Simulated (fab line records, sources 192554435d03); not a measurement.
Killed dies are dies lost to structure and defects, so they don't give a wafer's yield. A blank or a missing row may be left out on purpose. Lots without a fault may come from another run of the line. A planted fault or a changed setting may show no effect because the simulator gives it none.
Which tool did it? | flow n5_finfet | 24 lots, 72 wafers sampled, at 5 steps of a route of 1938

WHAT THE GAUGES READ, wafer by wafer
N5_BEOL_M15_CD_MEAS_10: target cd 360 nm. Usual: cd_nm 359.7 nm, standard deviation 2.2.
lot  | measured     | on        | cd_nm (nm)        | flag
L076 | day 12 05:52 | cd_sem-03 | 360.1 356.7 356.9 |
L077 | day 12 13:26 | cd_sem-01 | 362.2 360.6 358.8 |
L075 | day 12 15:59 | cd_sem-01 | 359.6 358.4 359.7 |
L079 | day 13 10:23 | cd_sem-03 | 361.0 361.0 364.1 |
L078 | day 13 15:56 | cd_sem-01 | 363.4 361.9 363.4 |
L080 | day 13 20:59 | cd_sem-02 | 361.9 359.6 358.6 |
L081 | day 13 21:44 | cd_sem-03 | 360.0 358.4 357.6 |
L074 | day 13 22:08 | cd_sem-01 | 362.0 359.5 360.0 |
L082 | day 14 00:04 | cd_sem-01 | 361.0 358.9 358.8 |
L084 | day 14 06:47 | cd_sem-01 | 356.5 357.0 359.7 |
L083 | day 14 10:22 | cd_sem-01 | 362.1 361.2 358.5 |
L085 | day 14 12:56 | cd_sem-02 | 359.7 360.5 362.7 |
L086 | day 15 02:20 | cd_sem-01 | 362.6 362.2 363.3 |
L087 | day 16 00:06 | cd_sem-01 | 360.0 359.3 356.0 |
L088 | day 16 00:53 | cd_sem-02 | 357.2 357.8 358.9 |
L089 | day 16 07:54 | cd_sem-02 | 361.3 361.0 361.2 |
L091 | day 16 14:18 | cd_sem-01 | 362.9 361.5 364.7 |
L090 | day 16 18:33 | cd_sem-02 | 361.0 359.1 358.7 |
L092 | day 16 18:53 | cd_sem-01 | 356.9 357.5 354.9 |
L093 | day 17 11:59 | cd_sem-01 | 362.6 365.8 360.7 |
L094 | day 17 21:01 | cd_sem-02 | 361.5 362.7 361.5 |
L095 | day 17 21:34 | cd_sem-01 | 356.8 355.2 356.1 |
L096 | day 18 00:53 | cd_sem-01 | 358.5 359.1 357.3 |
L097 | day 18 05:02 | cd_sem-01 | 358.8 360.6 358.1 |

WHICH TOOL RAN EACH LOT (tool, then ch and the chambers of the sampled wafers, then the start)
lot  | N5_BEOL_M12_SPUTTER_45       | N5_BEOL_M13_DEP_53              | N5_BEOL_M14_SPUTTER_43       | N5_BEOL_M14_DEP_53
L076 | pvd_sputter-02, day 11 18:58 | pecvd-02 ch 0,2, day 12 00:55   | pvd_sputter-02, day 12 03:56 | pecvd-03 ch 0,1,2, day 12 05:04
L077 | pvd_sputter-03, day 12 02:51 | pecvd-04 ch 0,1,2, day 12 08:25 | pvd_sputter-02, day 12 11:28 | pecvd-01 ch 1,2, day 12 12:37
L075 | pvd_sputter-01, day 12 03:15 | pecvd-01 ch 1,2, day 12 09:19   | pvd_sputter-01, day 12 13:55 | pecvd-03 ch 0,2, day 12 15:18
L079 | pvd_sputter-01, day 12 21:19 | pecvd-01 ch 1,2, day 13 03:15   | pvd_sputter-03, day 13 07:48 | pecvd-01 ch 0,1,2, day 13 09:34
L078 | pvd_sputter-01, day 12 22:20 | pecvd-04 ch 1,2, day 13 10:25   | pvd_sputter-02, day 13 13:40 | pecvd-03 ch 0,1,2, day 13 15:07
L080 | pvd_sputter-02, day 13 01:41 | pecvd-02 ch 0,1,2, day 13 14:02 | pvd_sputter-03, day 13 18:55 | pecvd-03 ch 0,1, day 13 20:10
L081 | pvd_sputter-01, day 13 01:43 | pecvd-01 ch 0,1,2, day 13 14:38 | pvd_sputter-02, day 13 19:20 | pecvd-04 ch 1,2, day 13 21:02
L074 | pvd_sputter-03, day 13 08:59 | pecvd-01 ch 0,2, day 13 15:20   | pvd_sputter-01, day 13 19:44 | pecvd-01 ch 0,1, day 13 21:26
L082 | pvd_sputter-01, day 13 10:56 | pecvd-01 ch 1,2, day 13 17:17   | pvd_sputter-01, day 13 22:16 | pecvd-04 ch 1,2, day 13 23:23
L084 | pvd_sputter-01, day 13 19:08 | pecvd-02 ch 0,1, day 14 00:59   | pvd_sputter-01, day 14 04:59 | pecvd-04 ch 0,1,2, day 14 06:06
L083 | pvd_sputter-01, day 13 19:28 | pecvd-02 ch 0,1, day 14 03:27   | pvd_sputter-02, day 14 08:26 | pecvd-01 ch 0,2, day 14 09:34
L085 | pvd_sputter-02, day 13 20:04 | pecvd-01 ch 1,2, day 14 05:01   | pvd_sputter-03, day 14 10:31 | pecvd-03 ch 0,1, day 14 12:04
L086 | pvd_sputter-03, day 14 14:48 | pecvd-02 ch 0,1, day 14 20:35   | pvd_sputter-03, day 15 00:32 | pecvd-01 ch 0,1,2, day 15 01:40
L087 | pvd_sputter-01, day 15 10:23 | pecvd-02 ch 0,1, day 15 18:26   | pvd_sputter-01, day 15 21:28 | pecvd-03 ch 1,2, day 15 23:25
L088 | pvd_sputter-03, day 15 10:32 | pecvd-04 ch 0,2, day 15 18:46   | pvd_sputter-02, day 15 21:38 | pecvd-01 ch 0,2, day 15 23:58
L089 | pvd_sputter-01, day 15 17:05 | pecvd-02 ch 0,1,2, day 15 23:08 | pvd_sputter-03, day 16 06:06 | pecvd-03 ch 0,1,2, day 16 07:13
L091 | pvd_sputter-03, day 16 03:12 | pecvd-02 ch 1,2, day 16 09:25   | pvd_sputter-03, day 16 12:20 | pecvd-01 ch 0,2, day 16 13:28
L090 | pvd_sputter-01, day 16 03:32 | pecvd-01 ch 1,2, day 16 11:53   | pvd_sputter-01, day 16 16:11 | pecvd-01 ch 0,1,2, day 16 17:52
L092 | pvd_sputter-03, day 16 06:47 | pecvd-04 ch 0,2, day 16 12:58   | pvd_sputter-03, day 16 16:16 | pecvd-01 ch 0,2, day 16 18:12
L093 | pvd_sputter-01, day 16 20:25 | pecvd-04 ch 0,2, day 17 05:59   | pvd_sputter-03, day 17 09:25 | pecvd-01 ch 0,1,2, day 17 11:09
L094 | pvd_sputter-03, day 17 08:20 | pecvd-02 ch 0,1, day 17 14:11   | pvd_sputter-03, day 17 19:07 | pecvd-01 ch 1,2, day 17 20:20
L095 | pvd_sputter-01, day 17 08:29 | pecvd-04 ch 0,2, day 17 14:14   | pvd_sputter-02, day 17 19:17 | pecvd-01 ch 0,1,2, day 17 20:46
L096 | pvd_sputter-02, day 17 12:59 | pecvd-04 ch 0,2, day 17 20:05   | pvd_sputter-02, day 17 22:57 | pecvd-03 ch 0,2, day 18 00:05
L097 | pvd_sputter-03, day 17 13:27 | pecvd-02 ch 1,2, day 17 22:42   | pvd_sputter-02, day 18 03:05 | pecvd-01 ch 0,2, day 18 04:14
- N5_BEOL_M12_SPUTTER_45: material Cu, target thk 80 nm, time 13.33 s.
- N5_BEOL_M13_DEP_53: deposits SiCN from 3MS/NH3, target thk 50 nm, time 17.8 s.
- N5_BEOL_M14_SPUTTER_43: material TaN, target thk 15 nm, time 24.19 s.
- N5_BEOL_M14_DEP_53: deposits SiCN from 3MS/NH3, target thk 50 nm, time 17.8 s.

WHAT THE TOOLS THEMSELVES READ (means of the sampled wafers that have a number; where no wafer has one, the mark that the record gives instead)
N5_BEOL_M12_SPUTTER_45. Usual: throttle_valve_pct 30.0 %, standard deviation 1.
lot  | tool           | throttle_valve_pct (%) | flag
L076 | pvd_sputter-02 | 29.3                   |
L077 | pvd_sputter-03 | 29.5                   |
L075 | pvd_sputter-01 | 30.1                   |
L079 | pvd_sputter-01 | 30.9                   |
L078 | pvd_sputter-01 | 30.2                   |
L080 | pvd_sputter-02 | 29.3                   |
L081 | pvd_sputter-01 | 31.1                   |
L074 | pvd_sputter-03 | 29.7                   |
L082 | pvd_sputter-01 | 31.2                   |
L084 | pvd_sputter-01 | 30.6                   |
L083 | pvd_sputter-01 | 31.0                   |
L085 | pvd_sputter-02 | 29.3                   |
L086 | pvd_sputter-03 | 29.5                   |
L087 | pvd_sputter-01 | 30.3                   |
L088 | pvd_sputter-03 | 29.7                   |
L089 | pvd_sputter-01 | 30.7                   |
L091 | pvd_sputter-03 | 29.9                   |
L090 | pvd_sputter-01 | 31.2                   |
L092 | pvd_sputter-03 | 29.7                   |
L093 | pvd_sputter-01 | 30.1                   |
L094 | pvd_sputter-03 | 30.3                   |
L095 | pvd_sputter-01 | 30.2                   |
L096 | pvd_sputter-02 | 29.1                   |
L097 | pvd_sputter-03 | 29.5                   |

N5_BEOL_M13_DEP_53. Usual: showerhead_plenum_p_Torr 4.164 Torr, standard deviation 0.017; throttle_valve_pct 18.3 %, standard deviation 0.83.
lot  | tool     | showerhead_plenum_p_Torr (Torr) | throttle_valve_pct (%) | flag
L076 | pecvd-02 | 4.162                           | 17.2                   |
L077 | pecvd-04 | 4.177                           | 19.3                   |
L075 | pecvd-01 | 4.146                           | 18.4                   |
L079 | pecvd-01 | 4.143                           | 18.4                   |
L078 | pecvd-04 | 4.177                           | 19.4                   |
L080 | pecvd-02 | 4.162                           | 17.5                   |
L081 | pecvd-01 | 4.151                           | 18.4                   |
L074 | pecvd-01 | 4.156                           | 18.1                   |
L082 | pecvd-01 | 4.140                           | 18.2                   |
L084 | pecvd-02 | 4.166                           | 17.9                   |
L083 | pecvd-02 | 4.169                           | 18.1                   |
L085 | pecvd-01 | 4.142                           | 18.5                   |
L086 | pecvd-02 | 4.161                           | 17.9                   |
L087 | pecvd-02 | 4.159                           | 18.0                   |
L088 | pecvd-04 | 4.150                           | 18.5                   |
L089 | pecvd-02 | 4.159                           | 17.7                   |
L091 | pecvd-02 | 4.162                           | 17.9                   |
L090 | pecvd-01 | 4.140                           | 18.2                   |
L092 | pecvd-04 | 4.163                           | 18.4                   |
L093 | pecvd-04 | 4.165                           | 18.5                   |
L094 | pecvd-02 | 4.168                           | 17.8                   |
L095 | pecvd-04 | 4.154                           | 18.6                   |
L096 | pecvd-04 | 4.163                           | 18.5                   |
L097 | pecvd-02 | 4.164                           | 17.5                   |

N5_BEOL_M14_SPUTTER_43. Usual: throttle_valve_pct 29.7 %, standard deviation 0.98.
lot  | tool           | throttle_valve_pct (%) | flag
L076 | pvd_sputter-02 | 29.0                   |
L077 | pvd_sputter-02 | 28.6                   |
L075 | pvd_sputter-01 | 30.6                   |
L079 | pvd_sputter-03 | 29.7                   |
L078 | pvd_sputter-02 | 28.7                   |
L080 | pvd_sputter-03 | 30.3                   |
L081 | pvd_sputter-02 | 28.9                   |
L074 | pvd_sputter-01 | 31.1                   |
L082 | pvd_sputter-01 | 30.4                   |
L084 | pvd_sputter-01 | 30.3                   |
L083 | pvd_sputter-02 | 28.5                   |
L085 | pvd_sputter-03 | 29.4                   |
L086 | pvd_sputter-03 | 29.8                   |
L087 | pvd_sputter-01 | 30.9                   |
L088 | pvd_sputter-02 | 29.4                   |
L089 | pvd_sputter-03 | 29.7                   |
L091 | pvd_sputter-03 | 29.3                   |
L090 | pvd_sputter-01 | 31.1                   |
L092 | pvd_sputter-03 | 30.1                   |
L093 | pvd_sputter-03 | 29.6                   |
L094 | pvd_sputter-03 | 30.1                   |
L095 | pvd_sputter-02 | 29.2                   |
L096 | pvd_sputter-02 | 28.9                   |
L097 | pvd_sputter-02 | 28.9                   |

N5_BEOL_M14_DEP_53. Usual: showerhead_plenum_p_Torr 4.162 Torr, standard deviation 0.021; throttle_valve_pct 18.2 %, standard deviation 0.83.
lot  | tool     | showerhead_plenum_p_Torr (Torr) | throttle_valve_pct (%) | flag
L076 | pecvd-03 | 4.162                           | 17.3                   |
L077 | pecvd-01 | 4.136                           | 18.5                   |
L075 | pecvd-03 | 4.167                           | 17.0                   |
L079 | pecvd-01 | 4.165                           | 18.5                   |
L078 | pecvd-03 | 4.172                           | 17.3                   |
L080 | pecvd-03 | 4.160                           | 17.4                   |
L081 | pecvd-04 | 4.185                           | 20.3                   |
L074 | pecvd-01 | 4.179                           | 18.6                   |
L082 | pecvd-04 | 4.176                           | 19.3                   |
L084 | pecvd-04 | 4.175                           | 19.2                   |
L083 | pecvd-01 | 4.159                           | 18.3                   |
L085 | pecvd-03 | 4.155                           | 17.4                   |
L086 | pecvd-01 | 4.163                           | 18.3                   |
L087 | pecvd-03 | 4.163                           | 17.6                   |
L088 | pecvd-01 | 4.171                           | 18.3                   |
L089 | pecvd-03 | 4.169                           | 17.3                   |
L091 | pecvd-01 | 4.156                           | 18.2                   |
L090 | pecvd-01 | 4.154                           | 18.3                   |
L092 | pecvd-01 | 4.156                           | 18.4                   |
L093 | pecvd-01 | 4.159                           | 18.4                   |
L094 | pecvd-01 | 4.141                           | 18.4                   |
L095 | pecvd-01 | 4.153                           | 18.5                   |
L096 | pecvd-03 | 4.166                           | 17.2                   |
L097 | pecvd-01 | 4.174                           | 18.4                   |

THE ANSWER, worked out from the rows above alone
Rule: a lot is off if the mean of its wafers that have a number lies more than 3 standard deviations from the usual mean. A lot without any number at a reading at which 4 lots or more have one is off too. The other lots that the step has rows for count as sound. The gauges are gone through in route order, then the tools' own readings, and for those a lot's mean is taken as printed above. The first step at which some lot is off is used, and at that step the reading that is off furthest; a lot without a number counts as furthest.
No lot is off at any reading shown: from this, nothing can be told.

WHAT THE SIMULATOR HAD PUT IN
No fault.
